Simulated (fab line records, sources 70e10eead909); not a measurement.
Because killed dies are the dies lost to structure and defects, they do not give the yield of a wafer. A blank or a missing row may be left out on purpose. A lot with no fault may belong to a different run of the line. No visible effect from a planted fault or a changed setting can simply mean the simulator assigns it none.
Matching of chambers || flow nand-harc || NHARC_A_M1_CMP_23 on cmp-04: 4 sister chambers
The step polishes, t overpolish 20 s, target thk 154.34 nm. 14 wafers are shown with their chamber, then 7 later ones without.

## WAFERS PAIRED WITH THEIR CHAMBERS
{"wafer": "L076.2", "chamber": 3, "motor-current-A (A)": 11.1, "time-to-endpoint-s (s)": 27}
{"wafer": "L076.4", "chamber": 0, "motor-current-A (A)": 11.9, "time-to-endpoint-s (s)": 35}
{"wafer": "L076.5", "chamber": 0, "motor-current-A (A)": 12.4, "time-to-endpoint-s (s)": 35}
{"wafer": "L082.3", "chamber": 0, "motor-current-A (A)": 12.2, "time-to-endpoint-s (s)": 34}
{"wafer": "L082.4", "chamber": 3, "motor-current-A (A)": 11.7, "time-to-endpoint-s (s)": 27}
{"wafer": "L082.6", "chamber": 3, "motor-current-A (A)": 11.3, "time-to-endpoint-s (s)": 25}
{"wafer": "L085.2", "chamber": 3, "motor-current-A (A)": 11.0, "time-to-endpoint-s (s)": 24}
{"wafer": "L085.4", "chamber": 2, "motor-current-A (A)": 12.3, "time-to-endpoint-s (s)": 26}
{"wafer": "L085.6", "chamber": 0, "motor-current-A (A)": 12.1, "time-to-endpoint-s (s)": 31}
{"wafer": "L087.3", "chamber": 3, "motor-current-A (A)": 11.6, "time-to-endpoint-s (s)": 23}
{"wafer": "L087.4", "chamber": 1, "motor-current-A (A)": 13.5, "time-to-endpoint-s (s)": 29}
{"wafer": "L087.5", "chamber": 3, "motor-current-A (A)": 11.1, "time-to-endpoint-s (s)": 28}
{"wafer": "L091.3", "chamber": 2, "motor-current-A (A)": 12.3, "time-to-endpoint-s (s)": 29}
{"wafer": "L091.4", "chamber": 3, "motor-current-A (A)": 11.8, "time-to-endpoint-s (s)": 24}

SIGNATURES, as means of the wafers listed above
{"reading": "motor-current-A", "chamber 0": 12.150, "chamber 1": 13.500, "chamber 2": 12.300, "chamber 3": 11.371, "scatter within a chamber": 0.276}
{"reading": "time-to-endpoint-s", "chamber 0": 33.75, "chamber 1": 29.00, "chamber 2": 27.50, "chamber 3": 25.43, "scatter within a chamber": 1.92}
Rule: a wafer lies at a distance from a chamber equal to the root of the sum of squares, over the readings, of (its reading less the chamber's mean, divided by the reading's scatter). If the next closest chamber is less than 2 further off than the closest, the wafer can't be placed; otherwise it belongs to the closest. The scatter: the root of (the sum of the squares of (reading less its chamber's mean) over the shown wafers, divided by (wafers less chambers)).

## WAFERS MISSING THEIR CHAMBER
{"wafer": "L091.5", "motor-current-A (A)": 11.6, "time-to-endpoint-s (s)": 32}
{"wafer": "L096.1", "motor-current-A (A)": 11.1, "time-to-endpoint-s (s)": 23}
{"wafer": "L096.3", "motor-current-A (A)": 11.9, "time-to-endpoint-s (s)": 26}
{"wafer": "L096.5", "motor-current-A (A)": 10.7, "time-to-endpoint-s (s)": 26}
{"wafer": "L097.1", "motor-current-A (A)": 12.6, "time-to-endpoint-s (s)": 22}
{"wafer": "L097.5", "motor-current-A (A)": 12.4, "time-to-endpoint-s (s)": 25}
{"wafer": "L097.6", "motor-current-A (A)": 13.1, "time-to-endpoint-s (s)": 27}

## THE CHAMBER EACH PASSED THROUGH
{"wafer": "L091.5", "from the rows above": "can't be placed: 0 or 2 or 3", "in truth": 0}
{"wafer": "L096.1", "from the rows above": 3, "in truth": 3}
{"wafer": "L096.3", "from the rows above": "can't be placed: 2 or 3", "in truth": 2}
{"wafer": "L096.5", "from the rows above": 3, "in truth": 3}
{"wafer": "L097.1", "from the rows above": "can't be placed: 2 or 3 or 1", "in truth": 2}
{"wafer": "L097.5", "from the rows above": 2, "in truth": 2}
{"wafer": "L097.6", "from the rows above": "can't be placed: 1 or 2", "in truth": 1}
Correctly placed: 3 of 7. Can't be placed from these rows: 4 (the true chamber is among the candidates in 4). 0 placed wrongly.
